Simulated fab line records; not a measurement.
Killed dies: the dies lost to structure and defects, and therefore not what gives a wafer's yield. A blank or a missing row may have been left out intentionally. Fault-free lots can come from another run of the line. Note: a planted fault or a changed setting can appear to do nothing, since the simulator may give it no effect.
fab line records	flow n5-finfet
record: lots: 9	wafers: 26	last-day: 17
route steps=1938 shown HKMG_FIN@454 GATE_CUT@469 BEOL_M4@1111 PASSIVATION@1936
lots that met no fault: from a run of the same line without faults
start-h: hours from the record's opening day to when the first of the lot's shown wafers began	wait-h: time in hours since the lot's previous step	" repeats the value in the row above	L1.1+2: a single row standing in for several wafers	- either no value or no given start	* or withheld: withheld	< > ~ a bound
route shown NAME@n: names a module that has steps shown in the file, with the first one's number in the route	usual: average and standard deviation across the fault-free wafers	same: alike in all rows	chamber/n: place in a boat	sites: the reading at each site	_std_site: standard deviation across them	_edge_site: mean of outer sites minus mean of inner sites	radius-mm: for every site, how far away it sits from the centre of the wafer	mask NAME#n: copy n	behind: the tool/chamber that last shaped the wafer	hold: reason for holding the lot/hours on hold/outcome of the hold	device: transistor that didn't switch, given as n, p or np	end of line: the route-end tests of the same wafers	where a step has no rows: the recipe by itself	killed: at the first sort, the dies lost to defects and structure; wafer yield is something else	map: the dies of a wafer, with x for killed, . for not killed, _ for no die there
set.NAME: the setting as run; set.NAME@STEP: as run at that earlier step	model.NAME: the simulator's own value behind a step, which no gauge read
a sample of lots followed through the steps of the route, with each step as a table and each wafer as a row
services: a tool's chamber out of use, with start hour (start-h, from the record's first day; less than 0 if before it), hours out, and reason
== steps ==
step: N5_HKMG_FIN_ETCHBACK_68
recipe: chemistry: Cl2/Ar	stop-on: HfO2	target-depth-a: 5	pressure-mtorr: 10	icp-w: 600	bias-w: 60	Cl2_flow_sccm: 40	Ar_flow_sccm: 60
usual: drypump-motor-current-A: 5.9/0.52	oes-product-au: 0.69/0.12	rf-fwd-power-W: 596.9/2.2	throttle-valve-pct: 20.93/0.2
lot.wafer	tool	chamber	start-h	wait-h	drypump-motor-current-A	oes-product-au	rf-fwd-power-W	rf-hours-counter-h	throttle-valve-pct
L652.3	rie-metal-03	1	91.92	0.1	5.4	0.73	595.6	-	20.97
L652.5	"	1	"	"	5.4	0.91	593.2	-	20.73
L654.1	rie-metal-03	1	102.30	0.0	5.4	0.90	596.9	9	20.75
L654.3	"	1	"	"	5.4	0.90	597.8	-	20.75
L654.5	"	1	"	"	5.4	0.90	596.9	-	20.78
L656.3	rie-metal-02	0	114.28	0.1	6.5	0.61	597.2	-	21.15
L656.5	"	0	"	"	6.5	0.61	598.3	-	21.13
L656.6	"	1	"	"	6.2	0.61	594.8	-	20.89
L657.1	rie-metal-02	0	120.55	0.0	6.5	0.61	601.2	127	21.15
L657.3	"	1	"	"	6.2	0.61	597.6	-	20.90
L657.6	"	1	"	"	6.2	0.61	598.8	-	20.92
L663.1	rie-metal-02	1	159.91	0.0	6.2	0.60	595.1	118	20.91
L663.2	"	0	"	"	6.5	0.61	596.3	129	21.17
L663.5	"	1	"	"	6.2	0.60	595.5	-	20.93
L664.3	rie-metal-02	1	160.97	0.1	6.2	0.60	596.0	-	20.91
L664.4	"	0	"	"	6.5	0.61	597.9	-	21.14
L664.5	"	0	"	"	6.5	0.61	597.3	-	21.14
L665.2	rie-metal-02	1	168.21	0.0	6.2	0.61	593.5	119	20.93
L665.3	"	0	"	"	6.5	0.61	601.8	-	21.15
L665.5	"	0	"	"	6.5	0.62	598.7	-	21.17
L666.2	rie-metal-02	0	176.56	0.0	6.5	0.61	598.6	131	21.16
L666.5	"	0	"	"	6.5	0.61	596.7	-	21.15
L666.6	"	1	"	"	6.2	0.60	596.6	-	20.92
L673.1	rie-metal-01	0	221.09	0.0	4.8	0.64	596.0	110	20.74
L673.3	"	1	"	"	5.8	0.78	595.8	-	20.65
L673.6	"	1	"	"	5.8	0.78	595.2	-	20.65
step: N5_HKMG_FIN_INSPECT_28
recipe: inspect-instrument: darkfield	mode: post-cmp
usual: raw-defect-count: 36/15
lot.wafer	tool	chamber	start-h	wait-h	raw-defect-count
L652.3	defect-inspect-01	-	93.65	0.0	22
L652.5	"	-	"	"	48
L654.1	defect-inspect-01	-	104.25	0.0	26
L654.3	"	-	"	"	39
L654.5	"	-	"	"	37
L656.3	defect-inspect-02	-	116.01	0.0	50
L656.5	"	-	"	"	42
L656.6	"	-	"	"	26
L657.1	defect-inspect-02	-	122.32	0.0	30
L657.3	"	-	"	"	42
L657.6	"	-	"	"	39
L663.1	defect-inspect-02	-	161.68	0.0	52
L663.2	"	-	"	"	44
L663.5	"	-	"	"	24
L664.3	defect-inspect-01	-	162.70	0.0	28
L664.4	"	-	"	"	38
L664.5	"	-	"	"	45
L665.2	defect-inspect-02	-	169.98	0.0	21
L665.3	"	-	"	"	26
L665.5	"	-	"	"	39
L666.2	defect-inspect-02	-	178.32	0.0	27
L666.5	"	-	"	"	55
L666.6	"	-	"	"	47
L673.1	defect-inspect-02	-	222.86	0.0	27
L673.3	"	-	"	"	37
L673.6	"	-	"	"	30
step: N5_GATE_CUT_ETCH_58
recipe: chemistry: CH3F/O2	target: SiNx	target-depth-a: 170	time-s: 128.6	ion-energy-ev: 50	pressure-mtorr: 30	source-w: 415	bias-w: 21	Ar_flow_sccm: 150	CH3F_flow_sccm: 30	O2_flow_sccm: 20
usual: CH3F_flow_sccm: 30.01/0.097	O2_flow_sccm: 20.00/0.054	drypump-motor-current-A: 5.5/0.38	oes-product-au: 0.79/0.085	rf-fwd-power-W: 413.4/1.4	rf-vpp-V: 99.2/0.97	showerhead-plenum-p-Torr: 2.02/0.065	throttle-valve-pct: 16.35/0.2
lot.wafer	tool	chamber	start-h	wait-h	CH3F_flow_sccm	O2_flow_sccm	drypump-motor-current-A	oes-product-au	rf-fwd-power-W	rf-hours-counter-h	rf-vpp-V	showerhead-plenum-p-Torr	throttle-valve-pct
L652.3	rie-diel-02	2	94.32	0.1	29.96	20.00	5.8	0.69	412.3	247	99.1	1.98	16.39
L652.5	"	2	"	"	30.08	20.01	5.8	0.70	412.5	-	99.9	1.98	16.41
L654.1	rie-diel-06	2	104.58	0.0	29.90	20.00	6.1	0.81	414.9	106	97.1	1.99	16.18
L654.3	"	1	"	"	30.08	19.97	5.4	0.88	412.1	42	99.4	1.96	16.47
L654.5	"	1	"	"	30.04	20.07	5.4	0.89	413.1	-	99.1	1.96	16.47
L656.3	rie-diel-06	0	116.34	0.0	30.10	20.05	5.6	0.76	412.1	138	98.2	2.10	16.37
L656.5	"	2	"	"	30.09	20.00	6.1	0.80	412.9	-	100.6	1.99	16.17
L656.6	"	3	"	"	29.97	20.08	5.2	0.89	410.9	-	99.5	2.13	16.03
L657.1	rie-diel-06	2	122.75	0.1	30.04	19.95	6.1	0.79	415.7	111	98.7	1.99	16.15
L657.3	"	3	"	"	29.92	19.96	5.2	0.88	413.7	28	99.8	2.13	16.01
L657.6	"	2	"	"	30.03	19.98	6.1	0.80	416.2	-	98.8	1.99	16.18
L663.1	rie-diel-02	2	162.05	0.1	29.88	19.96	5.8	0.96	411.3	8	97.9	1.98	15.96
L663.2	"	0	"	"	30.08	20.00	4.8	0.69	414.0	228	100.0	2.00	16.73
L663.5	"	0	"	"	29.94	20.02	4.7	0.69	413.0	-	99.2	2.00	16.75
L664.3	rie-diel-06	2	163.02	0.0	-	-	-	-	-	-	-	-	-
L664.4	"	1	"	"	-	-	-	-	-	-	-	-	-
L664.5	"	1	"	"	-	-	-	-	-	-	-	-	-
L665.2	rie-diel-04	1	170.30	0.0	-	-	-	-	-	-	-	-	-
L665.3	"	0	"	"	-	-	-	-	-	-	-	-	-
L665.5	"	3	"	"	-	-	-	-	-	-	-	-	-
L666.2	rie-diel-02	2	178.65	0.0	-	-	-	-	-	-	-	-	-
L666.5	"	1	"	"	-	-	-	-	-	-	-	-	-
L666.6	"	0	"	"	-	-	-	-	-	-	-	-	-
L673.1	rie-diel-06	0	223.22	0.1	29.99	19.96	5.5	0.74	410.5	168	100.4	2.09	16.43
L673.3	"	2	"	"	30.10	19.98	6.1	0.77	414.2	141	99.6	1.98	16.23
L673.6	"	0	"	"	29.85	19.97	5.6	0.74	409.8	-	99.7	2.09	16.43
step: N5_GATE_CUT_SAC_CAP_01
recipe: material: SiNx	target-thk-a: 240	temp-c: 400	ald-precursor-family: SiH2I2	ald-co-reactant: N2/H2-plasma	pulse-time-s: 1	ald-cycles: 480	purge-time-s: 2	co-reactant-purge-time-s: 2	pressure-torr: 2
usual: heater-power-w: 859/100	precursor-pulse-height-rel: 1.001/0.019
same: ald-cycles: 480
lot.wafer	tool	chamber	start-h	wait-h	heater-power-w	precursor-pulse-height-rel
L652.3	ald-sin-01	1	94.65	0.0	881	0.989
L652.5	"	3	95.74	1.1	829	1.002
L654.1	ald-sin-03	3	104.90	0.0	863	1.024
L654.3	"	0	"	"	1024	1.013
L654.5	"	3	105.99	1.1	869	0.978
L656.3	ald-sin-03	1	116.65	0.0	841	0.986
L656.5	"	1	117.74	1.1	862	1.021
L656.6	"	0	"	"	1048	0.997
L657.1	ald-sin-03	0	123.07	0.0	1022	0.986
L657.3	"	2	"	"	769	1.000
L657.6	"	2	124.15	1.1	756	1.001
L663.1	ald-sin-03	3	162.37	0.0	872	1.029
L663.2	"	2	"	"	782	1.004
L663.5	"	1	163.45	1.1	839	1.001
L664.3	ald-sin-02	0	163.34	0.0	806	1.001
L664.4	"	0	164.42	1.1	791	0.990
L664.5	"	3	"	"	729	0.983
L665.2	ald-sin-03	0	170.62	0.0	1033	1.032
L665.3	"	1	"	"	850	1.037
L665.5	"	0	171.71	1.1	1071	0.997
L666.2	ald-sin-03	3	178.97	0.0	870	1.022
L666.5	"	2	180.05	1.1	777	1.007
L666.6	"	3	"	"	888	0.993
L673.1	ald-sin-02	3	223.55	0.0	756	1.008
L673.3	"	2	"	"	709	0.998
L673.6	"	0	224.63	1.1	850	0.990
step: N5_BEOL_M4_RC_MEAS_101
usual: DIBL_N: 37.5/2.5	DIBL_P: 38/3.1	IOFF_N: 0.19/0.059	IOFF_P: 0.24/0.061	ION_N: 679/16	ION_P: 465/9.8	SS_N: 72.0/0.8	SS_P: 73.7/0.86	VT_N: 248/4.5	VT_P: -249/3.5
lot.wafer	tool	chamber	start-h	wait-h	DIBL_N[mV/V]	DIBL_P[mV/V]	IOFF_N[nA/um]	IOFF_P[nA/um]	ION_N[uA/um]	ION_P[uA/um]	SS_N[mV/dec]	SS_P[mV/dec]	VT_N[mV]	VT_P[mV]
L652.3	prober-02	0	179.86	0.3	37.4	40	0.18	0.24	675	466	71.5	73.8	248	-248
L652.5	"	0	"	"	35.7	38	0.14	0.19	666	463	71.5	73.9	254	-252
L654.1	prober-02	0	188.58	0.0	37.5	38	0.19	0.24	679	463	71.3	73.4	249	-248
L654.3	"	0	"	"	41.0	43	0.31	0.37	711	480	72.8	75.0	238	-242
L654.5	"	0	"	"	37.7	38	0.18	0.25	683	469	72.1	73.4	248	-247
L656.3	prober-01	0	215.59	0.3	33.7	34	0.12	0.17	662	453	71.2	72.9	255	-252
L656.5	"	0	"	"	37.1	39	0.18	0.23	677	464	71.8	73.8	249	-246
L656.6	"	0	"	"	41.1	44	0.31	0.34	705	477	73.1	75.8	244	-245
L657.1	prober-02	0	221.67	0.0	35.9	37	0.16	0.20	667	459	72.3	73.8	251	-252
L657.3	"	0	"	"	37.2	37	0.19	0.20	680	461	72.0	73.0	249	-251
L657.6	"	0	"	"	33.6	34	0.11	0.17	659	451	70.9	73.0	255	-254
L663.1	prober-02	0	257.03	0.0	37.5	37	0.20	0.30	706	489	70.9	73.4	242	-244
L663.2	"	0	"	"	36.4	34	0.16	0.23	689	470	72.0	72.9	249	-248
L663.5	"	0	"	"	36.5	35	0.18	0.26	684	479	71.7	72.7	249	-244
L665.2	prober-01	0	258.22	0.2	39.9	42	0.28	0.31	702	470	72.3	74.8	242	-245
L665.3	"	0	"	"	39.4	43	0.25	0.32	690	468	71.7	75.0	246	-244
L665.5	"	0	"	"	39.4	43	0.26	0.32	686	470	72.6	74.6	243	-246
L664.3	prober-02	0	259.21	0.3	35.8	36	0.13	0.21	659	465	71.9	73.3	256	-249
L664.4	"	0	"	"	36.5	37	0.14	0.21	658	455	71.5	73.3	252	-250
L664.5	"	0	"	"	38.3	38	0.19	0.27	682	471	72.0	74.3	248	-248
L666.2	prober-02	0	262.83	0.2	36.4	37	0.15	0.19	668	458	71.9	73.5	253	-251
L666.5	"	0	"	"	36.4	37	0.15	0.20	679	466	72.0	73.8	252	-252
L666.6	"	0	"	"	37.9	40	0.19	0.24	689	471	72.1	74.0	248	-248
L673.1	prober-02	0	317.13	0.0	36.5	37	0.18	0.22	681	462	72.6	73.0	250	-249
L673.3	"	0	"	"	36.5	39	0.19	0.27	690	476	72.7	74.0	247	-247
L673.6	"	0	"	"	36.0	37	0.15	0.20	677	461	72.3	73.7	253	-253
step: N5_PASSIVATION_PROBE_49
usual: defect-limited-yield: 91.0/1.4	killed_at_M0_to_M3: 35/10	killed_at_M4_up: 14/5.5	killed-at-contacts: 13/5.6	killed-at-front-end: 41/11	killed-at-other: 4/3.4	killed-dies: 106/16	killed-open: 68/12	killed-short: 35/7.3	sort_bin_4_leakage: 0.3/2.1	sort_bin_5_function: 5.3/0.89	sort_bin_6_memory: 3.4/0.67	sort_bin_8_speed: 0.01/0.11	sort-n-pass: 1070/28	sort-yield-pct: 90.7/2.4
same: gross-dies: 1180	killed-at-back-side: 0
lot.wafer	tool	chamber	start-h	wait-h	defect-limited-yield[%]	killed_at_M0_to_M3	killed_at_M4_up	killed-at-contacts	killed-at-front-end	killed-at-other	killed-dies	killed-open	killed-short	sort_bin_4_leakage[%]	sort_bin_5_function[%]	sort_bin_6_memory[%]	sort_bin_8_speed[%]	sort-n-pass	sort-yield-pct[%]
L656.3	prober-01	-	319.14	0.1	89.5	41	22	10	50	1	124	82	38	0	6.1	3.9	0	1056	89.5
L656.5	prober-01	-	319.24	0.2	88.4	43	11	5	68	10	137	83	51	0	6.9	4.2	0	1043	88.4
L656.6	prober-01	-	319.29	0.3	88.3	40	24	13	60	1	138	93	42	1.0	6.3	4.6	0	1030	87.3
L657.1	prober-01	-	319.95	0.0	91.9	54	6	5	24	6	95	57	29	0	4.7	2.9	0	1085	91.9
L657.3	prober-01	-	320.05	0.1	90.6	52	12	14	22	11	111	77	31	0	4.4	4.7	0	1069	90.6
L657.6	prober-01	-	320.20	0.3	90.4	40	21	12	28	12	113	72	34	0	6.1	3.1	0	1067	90.4
L665.2	prober-01	-	374.55	0.1	90.3	44	18	17	32	3	114	74	34	0.1	6.4	3.0	0	1065	90.3
L665.3	prober-01	-	374.60	0.1	92.4	27	11	16	36	0	90	60	29	0	4.4	2.9	0	1090	92.4
L665.5	prober-01	-	374.70	0.2	92.5	38	11	14	26	0	89	54	32	0	4.2	3.1	0	1091	92.5
L663.1	prober-02	-	379.38	0.0	92.2	32	10	7	39	4	92	59	31	0	4.9	2.6	0	1088	92.2
L663.2	prober-02	-	379.43	0.1	90.8	31	12	14	51	1	109	60	44	0	5.9	2.6	0	1071	90.8
L663.5	prober-02	-	379.58	0.2	92.0	27	7	12	44	4	94	58	33	0	4.0	3.6	0	1086	92.0
killed by level:class
L656.3 FIN_SAQP:geometric-particle:open=17 BEOL_M0_SAQP:geometric-particle:open=13 BEOL_M4:geometric-particle:open=11 FIN_SAQP:geometric-particle:short=9 BEOL_M0_SAQP:geometric-particle:short=9 BEOL_M2:geometric-particle:open=9 MOL_CONTACT_COAG:geometric-particle:open=8 GATE_CUT:geometric-particle:short=4
L656.5 FIN_SAQP:geometric-particle:short=18 STI_FIN_REVEAL:geometric-particle:open=17 FIN_SAQP:geometric-particle:open=16 BEOL_M0_SAQP:geometric-particle:open=13 BEOL_M0_SAQP:geometric-particle:short=12 BEOL_M2:geometric-particle:open=9 BEOL_M4:geometric-particle:open=6 GATE_CUT:geometric-particle:short=5
L656.6 BEOL_M0_SAQP:geometric-particle:open=23 BEOL_M4:geometric-particle:open=15 FIN_SAQP:geometric-particle:open=13 FIN_SAQP:geometric-particle:short=12 MOL_CONTACT_COAG:geometric-particle:open=12 STI_FIN_REVEAL:geometric-particle:open=11 BEOL_M0_SAQP:geometric-particle:short=10 GATE_CUT:geometric-particle:open=7
L657.1 BEOL_M0_SAQP:geometric-particle:short=13 BEOL_M3:geometric-particle:open=8 DUMMY_GATE:geometric-particle:open=7 BEOL_M0_SAQP:geometric-particle:open=7 BEOL_M1:geometric-particle:open=6 BEOL_M2:geometric-particle:open=5 BEOL_M2:area-expose=4 FIN_SAQP:geometric-particle:open=3
L657.3 BEOL_M0_SAQP:geometric-particle:open=15 MOL_CONTACT_COAG:geometric-particle:open=13 BEOL_M0_SAQP:geometric-particle:short=11 BEOL_M2:geometric-particle:open=10 BEOL_M3:geometric-particle:open=7 DUMMY_GATE:geometric-particle:open=5 PAD_METAL:geometric-particle:open=5 STARTING-WAFER:geometric-particle:short=5
L657.6 MOL_CONTACT_COAG:geometric-particle:open=9 BEOL_M2:geometric-particle:open=9 BEOL_M0_SAQP:geometric-particle:open=8 STI_FIN_REVEAL:geometric-particle:open=7 BEOL_M1:geometric-particle:open=7 BEOL_M0_SAQP:geometric-particle:short=6 BEOL_M4:geometric-particle:open=5 PASS1_CAP:geometric-particle:open=4
L665.2 BEOL_M0_SAQP:geometric-particle:open=14 MOL_CONTACT_COAG:geometric-particle:open=13 BEOL_M0_SAQP:geometric-particle:short=11 STI_FIN_REVEAL:geometric-particle:open=10 BEOL_M2:geometric-particle:open=6 BEOL_M3:geometric-particle:open=6 BEOL_M4:geometric-particle:open=6 STI_FIN_REVEAL:geometric-particle:short=4
L665.3 MOL_CONTACT_COAG:geometric-particle:open=12 STI_FIN_REVEAL:geometric-particle:open=10 BEOL_M0_SAQP:geometric-particle:open=9 FIN_SAQP:geometric-particle:open=7 BEOL_M4:geometric-particle:open=6 BEOL_M0_SAQP:geometric-particle:short=5 FIN_SAQP:geometric-particle:short=4 MOL_CONTACT_COAG:geometric-particle:short=4
L665.5 MOL_CONTACT_COAG:geometric-particle:open=12 BEOL_M0_SAQP:geometric-particle:short=11 BEOL_M3:geometric-particle:open=10 GATE_CUT:geometric-particle:short=9 BEOL_M0_SAQP:geometric-particle:open=9 GATE_CUT:geometric-particle:open=4 FIN_CUT:geometric-particle:short=3 BEOL_M4:geometric-particle:open=3
L663.1 FIN_SAQP:geometric-particle:short=12 BEOL_M1:geometric-particle:open=11 BEOL_M0_SAQP:geometric-particle:open=6 BEOL_M2:geometric-particle:open=6 DUMMY_GATE:geometric-particle:open=5 MOL_CONTACT_COAG:geometric-particle:open=5 STARTING-WAFER:geometric-particle:open=5 GATE_CUT:geometric-particle:short=4
L663.2 GATE_CUT:geometric-particle:short=15 MOL_CONTACT_COAG:geometric-particle:open=11 STI_FIN_REVEAL:geometric-particle:open=9 BEOL_M0_SAQP:geometric-particle:open=7 FIN_SAQP:geometric-particle:short=6 FIN_SAQP:geometric-particle:open=5 BEOL_M0_SAQP:geometric-particle:short=5 BEOL_M2:geometric-particle:open=5
L663.5 GATE_CUT:geometric-particle:short=11 STI_FIN_REVEAL:geometric-particle:open=10 MOL_CONTACT_COAG:geometric-particle:open=8 DUMMY_GATE:geometric-particle:open=6 BEOL_M1:geometric-particle:open=5 STARTING-WAFER:geometric-particle:short=4 GATE_CUT:geometric-particle:open=4 BEOL_M0_SAQP:geometric-particle:short=4
== services ==
tool	chamber	start-h	hours	kind
rie-metal-03	-	80.31	1.4	pm
ald-sin-03	-	86.14	14.0	pm
ald-sin-03	0	86.14	14.0	vent-cycle
ald-sin-03	1	86.14	14.0	vent-cycle
ald-sin-03	2	86.14	14.0	vent-cycle
ald-sin-03	3	86.14	14.0	vent-cycle
rie-metal-03	0	93.66	10.2	repair
rie-diel-02	3	98.29	13.9	repair
rie-diel-02	-	99.37	0.4	repair
ald-sin-03	0	100.14	-	clean
ald-sin-03	1	100.14	-	clean
rie-diel-04	-	115.63	0.3	repair
rie-metal-01	-	120.43	0.8	repair
ald-sin-02	2	140.54	34.7	repair
rie-metal-03	-	140.87	57.9	repair
ald-sin-03	-	142.68	6.1	pm
rie-metal-02	0	145.50	5.4	repair
ald-sin-01	3	170.45	13.0	repair
rie-diel-06	3	176.37	19.3	repair
ald-sin-02	-	187.18	6.0	pm
ald-sin-01	2	205.75	6.1	repair
ald-sin-03	2	218.60	4.8	repair
ald-sin-01	1	221.23	11.0	repair
rie-diel-04	0	222.79	11.3	repair
== key ==
first-sign: step: N5_GATE_CUT_ETCH_58	reading: tool-record	direction: missing
effect none on later readings
met-at N5_GATE_CUT_ETCH_58
struck-lots L664,L665,L666
not-acting-at N5_HKMG_FIN_ETCHBACK_68,N5_HKMG_FIN_INSPECT_28,N5_GATE_CUT_SAC_CAP_01
onset-between 162.05 163.02
fault: kind: skipped-step-whole	tool: rie-diel-02,rie-diel-04,rie-diel-06	chamber: -	onset-h: 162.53	steps: N5_GATE_CUT_ETCH_58	scope: struck-lots-only
